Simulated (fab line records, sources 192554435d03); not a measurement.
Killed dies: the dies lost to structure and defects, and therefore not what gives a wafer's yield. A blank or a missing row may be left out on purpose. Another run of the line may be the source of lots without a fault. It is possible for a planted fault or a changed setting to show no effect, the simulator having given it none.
Which tool is to blame? | flow n5Finfet | 36 wafers sampled from 12 lots at 1 step of a route of 1938

WHAT THE GAUGES SHOWED, per wafer
N5_MOL_CONTACT_COAG_CD_MEAS_101: the cd target is 16 nm.
lot  | measured     | on       | cdNm (nm)
L075 | day 5 07:37  | cdSem-01 | 16.05 15.90 15.74
L077 | day 6 00:29  | cdSem-03 | 16.00 15.68 15.91
L079 | day 6 13:46  | cdSem-01 | 15.80 15.65 16.00
L081 | day 7 02:33  | cdSem-02 | 16.12 16.41 16.10
L083 | day 7 09:54  | cdSem-01 | 15.99 15.85 16.00
L085 | day 8 02:59  | cdSem-02 | 15.91 15.84 15.95
L087 | day 8 13:10  | cdSem-03 | 16.13 16.36 16.01
L089 | day 9 02:07  | cdSem-02 | 15.83 15.99 15.86
L091 | day 9 13:01  | cdSem-03 | 16.36 15.91 15.68
L093 | day 10 00:56 | cdSem-01 | 15.43 16.10 16.04
L095 | day 10 11:28 | cdSem-03 | 15.44 15.74 15.76
L097 | day 11 09:39 | cdSem-01 | 15.85 15.87 15.77

WHAT TOOL EACH LOT RAN ON (gives the tool, then ch and the chambers of the sampled wafers, and finally the start)
Record: no process step prior to these readings.

THE ANSWER, worked out from the rows above alone
Rule: what is usual is taken from the lots themselves. The widest of any qualifying gaps counts: lots, ordered by their means at a reading, are off when they make up no more than a third of the lots, leave a main group of 4 or more, and stand apart from it by 3 or more times the standard deviation of that group's means. A main group is skipped when, at the precision printed for the reading in the tables above, its means are all equal. Also off: a lot with no number at a reading for which 4 or more lots have one. Any other lot the step has rows for is counted as sound.
No lot is off on any of the readings shown, so nothing can be concluded from this.

WHAT WAS PUT IN BY THE SIMULATOR
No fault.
